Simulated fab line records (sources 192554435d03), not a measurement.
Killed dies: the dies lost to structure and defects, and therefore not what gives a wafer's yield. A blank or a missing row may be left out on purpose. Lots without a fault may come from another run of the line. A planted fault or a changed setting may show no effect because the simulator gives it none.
Which of the tools did it?    flow n5-finfet    72 wafers from 24 lots sampled at 5 of the route's 1938 steps

WHAT EACH GAUGE READ, for each wafer
N5_BEOL_M11_CD_MEAS_35 targets a cd of 70 nm.
lot   measured      on         cd-nm (nm)
L074  day 9 22:01   cd-sem-03  69.1 70.8 69.9
L075  day 10 09:54  cd-sem-01  69.7 69.9 71.2
L077  day 10 16:13  cd-sem-03  71.5 69.4 70.0
L078  day 10 19:19  cd-sem-02  69.7 68.2 69.3
L076  day 10 23:07  cd-sem-01  70.1 70.9 70.6
L080  day 11 07:10  cd-sem-01  70.6 69.4 68.4
L079  day 11 16:35  cd-sem-01  69.4 69.8 68.1
L082  day 12 08:32  cd-sem-02  69.9 68.7 69.4
L081  day 12 09:06  cd-sem-02  69.9 70.1 70.0
L083  day 12 11:58  cd-sem-01  68.9 69.3 70.8
L084  day 12 17:41  cd-sem-02  70.7 69.6 70.3
L085  day 13 00:16  cd-sem-01  70.0 71.3 70.6
L086  day 12 23:38  cd-sem-03  69.9 68.9 69.0
L087  day 13 14:33  cd-sem-02  69.6 68.9 69.3
L089  day 13 17:15  cd-sem-03  69.4 69.1 69.5
L088  day 14 02:14  cd-sem-01  70.4 70.2 69.8
L090  day 14 12:12  cd-sem-03  69.1 69.0 70.7
L091  day 14 12:02  cd-sem-01  69.5 68.4 69.1
L092  day 15 01:56  cd-sem-03  68.3 70.3 68.3
L093  day 15 04:08  cd-sem-03  69.0 68.8 68.9
L094  day 15 07:54  cd-sem-03  70.3 71.1 69.5
L095  day 15 22:45  cd-sem-03  69.0 70.2 69.5
L097  day 16 00:50  cd-sem-02  68.5 69.2 68.6
L096  day 16 06:01  cd-sem-02  69.4 68.3 68.4

EACH LOT AND THE TOOL THAT RAN IT (in order: tool; ch and the chambers of the sampled wafers; start)
lot   N5_BEOL_M10_ANNEAL_51             N5_BEOL_M11_CURE_71            N5_BEOL_M11_PECVD_70             N5_BEOL_M11_STRIP_36
L074  rtp-anneal-02 ch 0, day 9 17:25   uv-cure-03 ch 0, day 9 18:23   pecvd-04 ch 0,1, day 9 18:46     rie-diel-03 ch 2,3, day 9 21:38
L075  rtp-anneal-01 ch 0, day 10 02:02  uv-cure-01 ch 0, day 10 03:37  pecvd-04 ch 0,1, day 10 04:05    rie-diel-02 ch 0,2,3, day 10 09:32
L077  rtp-anneal-01 ch 0, day 10 10:14  uv-cure-01 ch 0, day 10 11:07  pecvd-04 ch 0,1,2, day 10 11:40  rie-diel-06 ch 0,1,2, day 10 15:48
L078  rtp-anneal-01 ch 0, day 10 14:17  uv-cure-02 ch 2, day 10 15:26  pecvd-04 ch 0,1, day 10 15:59    rie-diel-03 ch 1,2,3, day 10 18:55
L076  rtp-anneal-01 ch 0, day 10 17:12  uv-cure-01 ch 2, day 10 18:20  pecvd-02 ch 0,1, day 10 18:49    rie-diel-02 ch 0,3, day 10 22:38
L080  rtp-anneal-02 ch 0, day 10 23:23  uv-cure-01 ch 1, day 11 00:17  pecvd-03 ch 0, day 11 00:50      rie-diel-06 ch 0,3, day 11 06:48
L079  rtp-anneal-01 ch 0, day 11 08:57  uv-cure-02 ch 1, day 11 09:49  pecvd-03 ch 0,1, day 11 10:51    rie-diel-03 ch 0,1, day 11 16:04
L082  rtp-anneal-01 ch 0, day 12 02:19  uv-cure-01 ch 1, day 12 03:11  pecvd-02 ch 1,2, day 12 03:44    rie-diel-03 ch 0,2, day 12 08:10
L081  rtp-anneal-02 ch 0, day 12 03:12  uv-cure-02 ch 1, day 12 04:06  pecvd-02 ch 0,1,2, day 12 04:34  rie-diel-06 ch 1,2, day 12 08:43
L083  rtp-anneal-01 ch 0, day 12 06:44  uv-cure-02 ch 0, day 12 07:41  pecvd-02 ch 0,1, day 12 08:04    rie-diel-02 ch 0,1, day 12 11:35
L084  rtp-anneal-01 ch 0, day 12 13:23  uv-cure-02 ch 2, day 12 14:22  pecvd-02 ch 0,1, day 12 15:14    rie-diel-02 ch 2,3, day 12 17:19
L085  rtp-anneal-02 ch 0, day 12 18:49  uv-cure-03 ch 1, day 12 19:42  pecvd-03 ch 0,1,2, day 12 20:15  rie-diel-06 ch 1,2,3, day 12 23:51
L086  rtp-anneal-02 ch 0, day 12 19:08  uv-cure-01 ch 0, day 12 20:00  pecvd-03 ch 0,1,2, day 12 20:33  rie-diel-03 ch 1,2,3, day 12 23:15
L087  rtp-anneal-02 ch 0, day 13 08:35  uv-cure-03 ch 2, day 13 09:27  pecvd-02 ch 0,1, day 13 10:00    rie-diel-02 ch 2,3, day 13 14:11
L089  rtp-anneal-01 ch 0, day 13 11:05  uv-cure-01 ch 0, day 13 11:59  pecvd-02 ch 0,2, day 13 12:27    rie-diel-06 ch 0,1,2, day 13 16:53
L088  rtp-anneal-01 ch 0, day 13 18:13  uv-cure-03 ch 0, day 13 19:05  pecvd-04 ch 1,2, day 13 19:38    rie-diel-06 ch 0,1, day 14 01:50
L090  rtp-anneal-02 ch 0, day 14 03:37  uv-cure-01 ch 1, day 14 04:43  pecvd-02 ch 0,2, day 14 05:12    rie-diel-02 ch 0,1, day 14 11:49
L091  rtp-anneal-01 ch 0, day 14 05:20  uv-cure-01 ch 0, day 14 06:19  pecvd-04 ch 0,1,2, day 14 06:39  rie-diel-03 ch 0,1, day 14 11:39
L092  rtp-anneal-01 ch 0, day 14 21:46  uv-cure-03 ch 1, day 14 22:40  pecvd-04 ch 0,1,2, day 14 23:08  rie-diel-03 ch 0,3, day 15 01:33
L093  rtp-anneal-01 ch 0, day 14 23:49  uv-cure-02 ch 0, day 15 00:46  pecvd-02 ch 0,1,2, day 15 01:09  rie-diel-06 ch 0,1, day 15 03:45
L094  rtp-anneal-01 ch 0, day 15 02:13  uv-cure-02 ch 2, day 15 03:05  pecvd-03 ch 1,2, day 15 03:38    rie-diel-06 ch 1,2, day 15 07:31
L095  rtp-anneal-02 ch 0, day 15 17:38  uv-cure-02 ch 0, day 15 18:35  pecvd-04 ch 0,1,2, day 15 19:00  rie-diel-03 ch 0,1, day 15 22:16
L097  rtp-anneal-02 ch 0, day 15 20:34  uv-cure-01 ch 2, day 15 21:33  pecvd-02 ch 1,2, day 15 22:06    rie-diel-02 ch 1,3, day 16 00:22
L096  rtp-anneal-02 ch 0, day 15 22:19  uv-cure-03 ch 0, day 15 23:26  pecvd-04 ch 0,1,2, day 15 23:49  rie-diel-03 ch 1,2,3, day 16 05:33
- N5_BEOL_M10_ANNEAL_51: time 90 s.
- N5_BEOL_M11_CURE_71: cures SiCOH lowk, time 240 s.
- N5_BEOL_M11_PECVD_70: deposits SiO2 from TEOS/O2, target thk 20 nm, time 22.7 s.
- N5_BEOL_M11_STRIP_36: strips in N2/H2.

WHAT THE TOOLS THEMSELVES READ (means of the sampled wafers that have a number; where no wafer has one, the mark that the record gives instead)
N5_BEOL_M10_ANNEAL_51.
lot   tool           wafer_temp_C_max
L074  rtp-anneal-02  226.07
L075  rtp-anneal-01  225.80
L077  rtp-anneal-01  225.38
L078  rtp-anneal-01  225.65
L076  rtp-anneal-01  225.55
L080  rtp-anneal-02  226.22
L079  rtp-anneal-01  225.71
L082  rtp-anneal-01  225.84
L081  rtp-anneal-02  225.99
L083  rtp-anneal-01  226.06
L084  rtp-anneal-01  225.64
L085  rtp-anneal-02  225.90
L086  rtp-anneal-02  226.12
L087  rtp-anneal-02  226.19
L089  rtp-anneal-01  225.98
L088  rtp-anneal-01  225.87
L090  rtp-anneal-02  226.17
L091  rtp-anneal-01  225.81
L092  rtp-anneal-01  225.48
L093  rtp-anneal-01  225.77
L094  rtp-anneal-01  225.54
L095  rtp-anneal-02  226.13
L097  rtp-anneal-02  225.84
L096  rtp-anneal-02  226.25

N5_BEOL_M11_CURE_71.
lot   tool        lamp-power-pct (%)  wafer_temp_C_max
L074  uv-cure-03  52.27               386.1
L075  uv-cure-01  52.26               386.8
L077  uv-cure-01  52.27               386.8
L078  uv-cure-02  52.27               386.6
L076  uv-cure-01  52.25               387.7
L080  uv-cure-01  52.29               388.1
L079  uv-cure-02  52.31               386.7
L082  uv-cure-01  52.41               387.9
L081  uv-cure-02  52.28               386.8
L083  uv-cure-02  52.34               386.6
L084  uv-cure-02  52.37               387.0
L085  uv-cure-03  52.29               386.2
L086  uv-cure-01  52.30               386.2
L087  uv-cure-03  52.29               386.5
L089  uv-cure-01  52.31               386.5
L088  uv-cure-03  52.27               385.9
L090  uv-cure-01  52.30               387.9
L091  uv-cure-01  52.34               386.6
L092  uv-cure-03  52.33               386.1
L093  uv-cure-02  52.31               386.3
L094  uv-cure-02  52.30               386.3
L095  uv-cure-02  52.29               386.5
L097  uv-cure-01  52.30               387.4
L096  uv-cure-03  52.27               386.8

N5_BEOL_M11_PECVD_70.
lot   tool      heater-power-w (W)  showerhead-plenum-p-Torr (Torr)  throttle-valve-pct (%)
L074  pecvd-04  729                 8.74                             21.4
L075  pecvd-04  727                 8.74                             21.6
L077  pecvd-04  714                 8.77                             21.6
L078  pecvd-04  741                 8.74                             21.4
L076  pecvd-02  680                 8.78                             24.7
L080  pecvd-03  686                 8.77                             22.4
L079  pecvd-03  634                 8.73                             24.2
L082  pecvd-02  818                 8.76                             22.8
L081  pecvd-02  783                 8.77                             24.0
L083  pecvd-02  713                 8.78                             23.7
L084  pecvd-02  762                 8.79                             23.7
L085  pecvd-03  610                 8.77                             23.0
L086  pecvd-03  593                 8.77                             23.0
L087  pecvd-02  718                 8.78                             24.9
L089  pecvd-02  662                 8.80                             24.9
L088  pecvd-04  594                 8.79                             21.8
L090  pecvd-02  763                 8.79                             24.2
L091  pecvd-04  734                 8.77                             21.7
L092  pecvd-04  734                 8.75                             21.7
L093  pecvd-02  750                 8.77                             23.9
L094  pecvd-03  578                 8.80                             22.7
L095  pecvd-04  711                 8.77                             21.6
L097  pecvd-02  756                 8.79                             23.3
L096  pecvd-04  686                 8.77                             21.7

N5_BEOL_M11_STRIP_36.
lot   tool         bias-power-w (W)  drypump-motor-current-A (A)  oes-product-au (a.u.)  rf-vpp-V (V)  showerhead-plenum-p-Torr (Torr)  throttle-valve-pct (%)
L074  rie-diel-03  6.995             5.99                         0.76                   58.0          2.59                             23.68
L075  rie-diel-02  6.996             5.87                         0.83                   61.4          2.50                             23.58
L077  rie-diel-06  7.010             6.11                         0.75                   59.0          2.57                             23.42
L078  rie-diel-03  7.000             5.77                         0.73                   60.4          2.56                             23.72
L076  rie-diel-02  6.999             5.94                         0.90                   56.2          2.49                             23.69
L080  rie-diel-06  7.016             5.78                         0.70                   58.4          2.55                             23.82
L079  rie-diel-03  7.005             5.55                         0.70                   58.3          2.47                             23.77
L082  rie-diel-03  7.006             5.93                         0.76                   57.9          2.52                             23.71
L081  rie-diel-06  7.007             6.36                         0.78                   58.8          2.52                             23.21
L083  rie-diel-02  7.012             5.66                         0.85                   59.1          2.53                             23.40
L084  rie-diel-02  7.013             6.09                         0.81                   59.1          2.51                             23.70
L085  rie-diel-06  7.007             6.10                         0.72                   57.0          2.50                             23.42
L086  rie-diel-03  7.006             5.80                         0.80                   60.7          2.56                             23.58
L087  rie-diel-02  7.011             6.10                         0.81                   58.2          2.51                             23.72
L089  rie-diel-06  6.999             6.09                         0.72                   58.6          2.55                             23.48
L088  rie-diel-06  6.985             6.25                         0.77                   58.4          2.58                             23.52
L090  rie-diel-02  6.992             5.62                         0.82                   58.5          2.53                             23.42
L091  rie-diel-03  7.021             5.66                         0.71                   58.3          2.43                             23.68
L092  rie-diel-03  7.002             5.80                         0.84                   59.7          2.53                             23.22
L093  rie-diel-06  6.993             6.02                         0.72                   58.5          2.61                             23.75
L094  rie-diel-06  6.971             6.19                         0.71                   58.7          2.48                             23.19
L095  rie-diel-03  6.987             5.64                         0.79                   60.1          2.43                             23.55
L097  rie-diel-02  7.013             6.09                         0.81                   58.7          2.54                             23.62
L096  rie-diel-03  6.984             5.78                         0.86                   59.1          2.55                             23.45

THE ANSWER, worked out from the rows above alone
Rule: the lots themselves supply what counts as usual. Put in order of their means at a reading, lots are off if they are a third of the lots or fewer, leave a main group of 4 or more, and stand apart from it by a gap of 3 or more times the standard deviation of the main group's means; of several such gaps the widest counts. A main group is skipped when, at the precision printed for the reading in the tables above, its means are all equal. A lot without any number at a reading at which 4 lots or more have one is off too. All remaining lots with rows at the step are treated as sound. First the gauges in route order, then the tools' own readings, where a lot's mean is used as printed above. The first step at which some lot is off is used, and at that step the reading that is off furthest; a lot without a number counts as furthest.
Across all readings shown, no lot is off: no conclusion can be drawn from this.

WHAT HAD BEEN PUT IN BY THE SIMULATOR
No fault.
